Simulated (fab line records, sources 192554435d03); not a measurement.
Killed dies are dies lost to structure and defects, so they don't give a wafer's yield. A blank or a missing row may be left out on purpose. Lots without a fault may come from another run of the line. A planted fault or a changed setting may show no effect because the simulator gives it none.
fab line records | flow n5_finfet
record lots=12 wafers=35 last_day=18
route steps=1938 shown BEOL_M5@1169
lots that met no fault: from a run of the same line without faults
start_h: hours from the record's first day to the start of the lot's first wafer shown | wait_h: hours since the lot's step before | " the same as in the row above | L1.1+2: a row that stands for several wafers | - no value, or no start given | * or withheld: withheld | < > ~ a bound
route shown NAME@n: a module of which the file shows steps, and the number in the route of the first | usual: mean/standard deviation of fault-free wafers | same: alike in all rows | chamber/n: place in a boat | sites: the reading at each site | _std_site: their standard deviation | _edge_site: outer sites' mean less inner sites' | radius_mm: how far each site lies from the wafer's centre | mask NAME#n: copy n | behind: the tool/chamber that last shaped the wafer | hold: why the lot was held/for how many hours/how that ended | device: the transistor (n, p or np) that didn't switch | end of line: the same wafers' tests at the end of the route | a step without rows: its recipe alone | killed: dies lost to structure and defects at the first sort, not the wafer's yield | map: a wafer's dies, x killed, . not, _ none there
set.NAME: the setting as run; set.NAME@STEP: as run at that earlier step | model.NAME: the simulator's own value behind a step, which no gauge read
steps of the route over a sample of lots; a table a step, a row a wafer
services: from which hour (start_h, from the record's first day; less than 0 if before it) a tool's chamber was out of use, for how many hours, and why
## steps
# step N5_BEOL_M5_CURE_80
# recipe temp_c=370 time_s=120 ambient=DMADMS/He material=SiCOH_lowk
# usual lamp_power_pct=52.30/0.054 wafer_temp_C_max=371.6/0.6
# same time_s=120
# columns lot.wafer tool chamber start_h wait_h lamp_power_pct wafer_temp_C_max
L224.1 uv_cure-01 1 179.55 0.0 52.33 370.6
L224.3 " 1 " " 52.29 371.0
L224.6 " 1 " " 52.28 370.8
L225.1 uv_cure-01 0 191.77 0.4 52.36 371.2
L225.3 " 0 " " 52.35 371.0
L225.4 " 0 " " 52.29 371.2
L226.1 uv_cure-02 0 201.78 0.0 52.29 372.3
L226.3 " 0 " " 52.40 371.8
L226.6 " 0 " " 52.23 371.9
L227.1 uv_cure-01 2 202.16 0.0 52.22 372.0
L227.3 " 2 " " 52.33 372.2
L227.6 " 2 " " 52.32 372.2
L228.2 uv_cure-03 1 206.81 0.1 52.38 372.0
L228.4 " 1 " " 52.16 371.7
L228.5 " 1 " " 52.38 372.5
L234.2 uv_cure-01 1 239.21 0.9 52.19 371.2
L234.3 " 1 " " 52.35 371.4
L234.5 " 1 " " 52.37 371.1
L236.1 uv_cure-03 2 257.57 0.0 52.25 372.5
L236.3 " 2 " " 52.27 372.1
L236.4 " 2 " " 52.25 372.2
L238.1 uv_cure-03 0 273.87 0.0 52.29 370.9
L238.4 " 0 " " 52.28 370.9
L238.5 " 0 " " 52.36 370.7
L241.3 uv_cure-03 1 274.57 0.1 52.42 372.0
L241.4 " 1 " " 52.27 371.5
L241.6 " 1 " " 52.25 371.7
L243.3 uv_cure-02 0 294.96 0.1 52.23 371.7
L243.4 " 0 " " 52.34 371.0
L243.6 " 0 " " 52.25 372.0
L246.5 uv_cure-01 0 318.14 0.3 52.33 372.3
L246.6 " 0 " " 52.39 371.7
L247.1 uv_cure-01 0 327.45 0.0 52.33 371.0
L247.2 " 0 " " 52.27 371.1
L247.3 " 0 " " 52.29 372.0
# step N5_BEOL_M5_ANNEAL_89
# recipe temp_c=400 time_s=1800 ambient=vacuum
# usual heater_power_w=821/100
# same time_s=1800
# columns lot.wafer tool chamber start_h wait_h heater_power_w
L224.1 pvd_sputter-01 - 184.82 0.0 939
L224.3 " - " " 723
L224.6 " - " " 903
L225.1 pvd_sputter-01 - 198.18 0.0 753
L225.3 " - " " 788
L225.4 " - " " 946
L226.1 pvd_sputter-03 - 206.16 0.0 754
L226.3 " - " " 964
L226.6 " - " " 758
L227.1 pvd_sputter-01 - 206.76 0.0 909
L227.3 " - " " 787
L227.6 " - " " 739
L228.2 pvd_sputter-01 - 211.88 0.0 920
L228.4 " - " " 813
L228.5 " - " " 787
L234.2 pvd_sputter-03 - 244.53 0.0 708
L234.3 " - " " 965
L234.5 " - " " 697
L236.1 pvd_sputter-01 - 262.48 0.0 811
L236.3 " - " " 757
L236.4 " - " " 794
L238.1 pvd_sputter-02 - 278.37 0.0 777
L238.4 " - " " 1087
L238.5 " - " " 800
L241.3 pvd_sputter-03 - 281.11 0.0 870
L241.4 " - " " 951
L241.6 " - " " 873
L243.3 pvd_sputter-02 - 299.49 0.0 750
L243.4 " - " " 794
L243.6 " - " " 793
L246.5 pvd_sputter-01 - 322.93 0.5 767
L246.6 " - " " 907
L247.1 pvd_sputter-01 - 332.34 0.0 750
L247.2 " - " " 798
L247.3 " - " " 930
# step N5_BEOL_M5_CMP_52
# recipe stop_on=SiCOH_lowk t_overpolish_s=6.9 down_force_psi=1 platen_rpm=50 clearing_platen_down_force_psi=1.5 clearing_platen_rpm=50 post_cmp_clean=cu_alkaline target_thk_nm=62 clearing_platen_pad_velocity_m_s=0.99484 pad_velocity_m_s=0.99484
# usual barrier_field_endpoint_s=24.6/0.69 motor_current_A=5.9/0.55 overpolish_run_s=6.899/0.01 pad_life_wafers=1009/690 time_to_endpoint_s=63/3.7
# same t_overpolish_s=6.9
# columns lot.wafer tool chamber start_h wait_h barrier_field_endpoint_s motor_current_A overpolish_run_s pad_life_wafers time_to_endpoint_s
L224.1 cmp-04 1 188.50 0.3 24.6 5.8 6.884 114 64
L224.3 " 2 " " 25.6 5.2 6.902 115 69
L224.6 " 2 " " 25.4 4.9 6.903 - 68
L225.4 cmp-04 0 199.68 0.1 23.8 6.9 6.902 228 59
L225.3 " 1 " " 24.5 5.4 6.898 229 63
L225.1 " 2 " " 23.9 5.3 6.888 230 65
L226.1 cmp-01 1 207.71 0.3 24.7 6.7 6.885 1261 67
L226.3 " 3 " " 24.6 5.5 6.911 1263 64
L226.6 " 0 " " 24.9 5.5 6.912 - 64
L227.1 cmp-03 3 208.34 0.3 25.2 5.9 6.914 1568 67
L227.3 " 0 " " 25.1 6.2 6.895 1569 65
L227.6 " 1 " " 26.3 6.1 6.907 - 71
L228.2 cmp-04 3 213.55 0.4 24.2 6.5 6.894 331 62
L228.4 " 1 " " 24.6 5.6 6.881 333 64
L228.5 " 2 " " 25.4 5.2 6.912 - 70
L234.3 cmp-03 1 246.09 0.2 25.3 5.9 6.896 1879 67
L234.2 " 3 " " 24.2 6.2 6.891 1881 62
L234.5 " 0 " " 24.9 6.4 6.900 - 62
L236.1 cmp-04 0 264.12 0.3 13.6 6.7 6.887 696 30
L236.3 " 1 " " 24.6 5.3 6.896 697 59
L236.4 " 2 " " 13.9 5.4 6.895 698 37
L238.4 cmp-04 3 279.96 0.2 13.4 6.0 6.908 812 33
L238.1 " 0 " " 13.1 6.4 6.895 813 32
L238.5 " 2 " " 25.3 5.4 6.894 - 67
L241.3 cmp-03 1 282.94 0.2 25.5 6.0 6.916 31 65
L241.4 " 2 " " 25.1 4.9 6.893 32 65
L241.6 " 0 " " 24.4 6.2 6.904 - 61
L243.4 cmp-01 1 301.08 0.2 24.4 6.5 6.901 2082 60
L243.3 " 3 " " 25.2 5.6 6.900 2084 60
L243.6 " 2 " " 24.2 5.4 6.911 - 58
L246.6 cmp-03 0 324.10 0.2 24.3 5.9 6.917 - 58
L246.5 " 1 " " 24.0 5.9 6.914 - 62
L247.1 cmp-01 3 333.85 0.3 24.4 5.7 6.905 144 63
L247.2 " 1 " " 24.3 6.6 6.906 146 64
L247.3 " 2 " " 24.1 5.7 6.888 147 59
# step N5_BEOL_M5_DEP_56
# recipe material=SiCN target_thk_a=80 temp_c=withheld precursor=3MS/NH3 pressure_torr=3 rf_w=202 time_s=14
# usual chamber_pressure_Torr=3.000/0.0066 showerhead_plenum_p_Torr=3.661/0.013 throttle_valve_pct=9.1/0.68
# same time_s=14
# columns lot.wafer tool chamber start_h wait_h chamber_pressure_Torr showerhead_plenum_p_Torr throttle_valve_pct
L224.1 pecvd-04 1 188.98 0.0 3.009 3.651 8.7
L224.3 " 0 " " 3.009 3.672 9.4
L224.6 " 1 " " 3.010 3.653 8.7
L225.1 pecvd-02 2 200.17 0.0 3.006 3.664 8.8
L225.3 " 0 " " 3.002 3.658 9.1
L225.4 " 0 " " 3.003 3.674 9.4
L226.1 pecvd-02 2 208.17 0.0 2.993 3.670 8.9
L226.3 " 1 " " 2.992 3.658 8.5
L226.6 " 1 " " 3.003 3.661 8.7
L227.1 pecvd-01 2 208.75 0.0 2.997 3.694 9.0
L227.3 " 0 " " 2.996 3.651 8.9
L227.6 " 0 " " 2.988 3.641 9.0
L228.2 pecvd-01 0 214.09 0.0 2.998 3.652 8.9
L228.4 " 1 " " 3.006 3.652 10.5
L228.5 " 0 " " 3.000 3.653 8.8
L234.2 pecvd-02 1 246.59 0.0 3.003 3.658 8.5
L234.3 " 0 " " 3.005 3.666 9.5
L234.5 " 0 " " 3.006 3.656 9.2
L236.1 pecvd-04 1 264.61 0.0 3.003 3.653 8.8
L236.3 " 2 " " 3.003 3.661 8.1
L236.4 " 0 " " 2.993 3.650 9.6
L238.1 pecvd-01 1 280.38 0.0 2.986 3.656 10.6
L238.4 " 2 " " 3.008 3.682 9.2
L238.5 " 0 " " 3.003 3.639 8.9
L241.3 pecvd-02 0 283.39 0.0 3.005 3.665 9.3
L241.4 " 0 " " 3.003 3.672 9.5
L241.6 " 1 " " 2.996 3.669 8.3
L243.3 pecvd-04 0 301.86 0.0 2.998 3.657 9.6
L243.4 " 2 " " 3.014 3.653 8.5
L243.6 " 0 " " 2.991 3.668 9.5
L246.5 pecvd-04 2 324.45 0.0 2.993 3.659 8.7
L246.6 " 0 " " 2.998 3.652 9.6
L247.1 pecvd-01 0 334.39 0.0 3.000 3.646 8.7
L247.2 " 2 " " 3.005 3.683 9.4
L247.3 " 1 " " 2.992 3.652 10.6
## services
# columns tool chamber start_h hours kind
cmp-04 - 158.51 4.0 pm
cmp-04 - 162.88 7.6 repair
cmp-01 - 168.17 4.1 pm
pvd_sputter-03 - 178.36 1.0 repair
cmp-01 - 179.11 2.5 repair
uv_cure-03 - 184.43 7.1 pm
cmp-01 - 192.70 7.2 repair
uv_cure-01 - 206.68 10.0 repair
pecvd-04 0 214.44 25.6 repair
uv_cure-03 - 215.20 9.7 repair
pecvd-02 2 223.44 4.2 repair
uv_cure-03 - 224.93 2.1 pm
uv_cure-03 - 233.21 6.0 pm
cmp-01 - 234.04 3.7 pm
cmp-04 - 236.65 5.7 pm
pecvd-04 2 242.61 6.9 repair
uv_cure-01 - 250.82 9.8 repair
pecvd-01 - 255.82 1.6 repair
cmp-03 - 274.80 4.0 pm
cmp-04 - 275.29 2.0 repair
cmp-01 - 288.82 1.2 repair
pecvd-04 2 289.93 9.3 repair
pecvd-02 - 292.26 5.5 pm
cmp-03 - 298.26 0.7 repair
## key
first_sign step=N5_BEOL_M5_CMP_52 reading=barrier_field_endpoint_s direction=down sigmas=16 usual=24.6 struck=13.5
effect step=N5_BEOL_M5_CMP_52 reading=time_to_endpoint_s direction=down sigmas=8.1 usual=* struck=*
met_at N5_BEOL_M5_CMP_52
struck_lots L236,L238
struck_wafers L236.1,L236.4,L238.1,L238.4
not_acting_at N5_BEOL_M5_CURE_80,N5_BEOL_M5_ANNEAL_89,N5_BEOL_M5_DEP_56
onset_between 213.55 264.12
fault kind=process_parameter_drift tool=cmp-04 chamber=- onset_h=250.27 steps=N5_BEOL_M5_CMP_52 channel=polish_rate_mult offset=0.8 shape=step end_h=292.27 scope=struck_wafers_only
